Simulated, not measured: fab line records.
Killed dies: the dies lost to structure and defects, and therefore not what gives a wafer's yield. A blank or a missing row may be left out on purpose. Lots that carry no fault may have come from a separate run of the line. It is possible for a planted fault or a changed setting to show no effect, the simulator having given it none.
Chamber matching | flow nand harc | NHARC_P_M0_STRIP_18 on rie diel-04: 4 sister chambers
The step strips in N2/H2. 33 wafers are shown with their chamber, then 12 later ones without.

== EACH WAFER AND ITS CHAMBER ==
wafer  | chamber | showerhead plenum p Torr (Torr) | drypump motor current A (A) | oes product au (a.u.)
L075.4 | 3       | 1.90                            | 6.3                         | 0.995
L075.5 | 0       | 2.18                            | 4.9                         | 0.996
L075.6 | 1       | 2.18                            | 5.6                         | 0.995
L076.2 | 3       | 1.90                            | 6.3                         | 0.993
L076.3 | 1       | 2.18                            | 5.6                         | 0.999
L076.6 | 1       | 2.18                            | 5.6                         | 0.988
L077.2 | 0       | 2.18                            | 4.9                         | 0.996
L077.4 | 3       | 1.90                            | 6.3                         | 0.995
L077.5 | 0       | 2.18                            | 4.9                         | 0.997
L079.1 | 2       | 2.00                            | 5.7                         | 1.009
L079.4 | 3       | 1.90                            | 6.3                         | 0.990
L079.5 | 0       | 2.18                            | 4.9                         | 1.005
L081.2 | 0       | 2.18                            | 4.9                         | 0.999
L081.3 | 2       | 2.00                            | 5.6                         | 0.991
L081.4 | 3       | 1.90                            | 6.3                         | 0.988
L082.1 | 1       | 2.18                            | 5.6                         | 0.987
L082.3 | 3       | 1.90                            | 6.3                         | 0.995
L082.5 | 1       | 2.18                            | 5.6                         | 0.997
L088.2 | 2       | 2.00                            | 5.7                         | 0.995
L088.3 | 1       | 2.18                            | 5.6                         | 0.988
L088.6 | 0       | 2.17                            | 4.9                         | 0.999
L087.1 | 1       | 2.18                            | 5.6                         | 0.990
L087.5 | 1       | 2.18                            | 5.6                         | 0.995
L087.6 | 0       | 2.17                            | 4.9                         | 1.003
L089.1 | 2       | 2.00                            | 5.6                         | 1.000
L089.5 | 0       | 2.17                            | 4.9                         | 0.998
L089.6 | 1       | 2.18                            | 5.6                         | 0.995
L090.1 | 1       | 2.18                            | 5.6                         | 0.997
L090.2 | 2       | 2.00                            | 5.7                         | 1.002
L090.5 | 0       | 2.17                            | 4.9                         | 0.995
L091.2 | 0       | 2.17                            | 4.9                         | 0.997
L091.4 | 0       | 2.17                            | 4.9                         | 0.994
L091.5 | 2       | 2.00                            | 5.6                         | 1.007

SIGNATURES (means of the wafers above)
reading                  | chamber 0 | chamber 1 | chamber 2 | chamber 3 | scatter within a chamber
showerhead plenum p Torr | 2.1745    | 2.1800    | 2.0000    | 1.9000    | 0.00307
drypump motor current A  | 4.900     | 5.600     | 5.650     | 6.300     | 0.0227
oes product au           | 0.99809   | 0.99310   | 1.00067   | 0.99267   | 0.00443
Rule: distance of a wafer from a chamber = root of the sum over the readings of ((wafer's reading minus chamber's mean) / reading's scatter) squared. The wafer belongs to the nearest chamber; if the next one is less than 2 further off, it can't be placed. The scatter is the square root of a quotient: the sum, over the shown wafers, of each reading's squared deviation from its chamber's mean, divided by wafers minus chambers.

== WAFERS WITH NO CHAMBER GIVEN ==
wafer  | showerhead plenum p Torr (Torr) | drypump motor current A (A) | oes product au (a.u.)
L093.1 | 1.99                            | 5.7                         | 0.983
L093.2 | 1.89                            | 6.3                         | 0.988
L093.4 | 2.00                            | 5.6                         | 0.986
L094.1 | 1.89                            | 6.3                         | 0.992
L094.2 | 2.17                            | 4.9                         | 0.992
L094.3 | 2.00                            | 5.6                         | 1.002
L095.1 | 2.00                            | 5.7                         | 0.994
L095.3 | 1.89                            | 6.3                         | 0.982
L095.4 | 2.17                            | 4.9                         | 1.001
L097.1 | 1.89                            | 6.3                         | 0.996
L097.3 | 2.17                            | 4.9                         | 1.001
L097.4 | 1.99                            | 5.7                         | 0.999

== CHAMBER TAKEN BY EACH ==
wafer  | from the rows above | in truth
L093.1 | 2                   | 2
L093.2 | 3                   | 3
L093.4 | 2                   | 2
L094.1 | 3                   | 3
L094.2 | 0                   | 0
L094.3 | 2                   | 2
L095.1 | 2                   | 2
L095.3 | 3                   | 3
L095.4 | 0                   | 0
L097.1 | 3                   | 3
L097.3 | 0                   | 0
L097.4 | 2                   | 2
Correct placement for 12 of the 12. From these rows, 0 cannot be placed. Wrongly placed: 0.
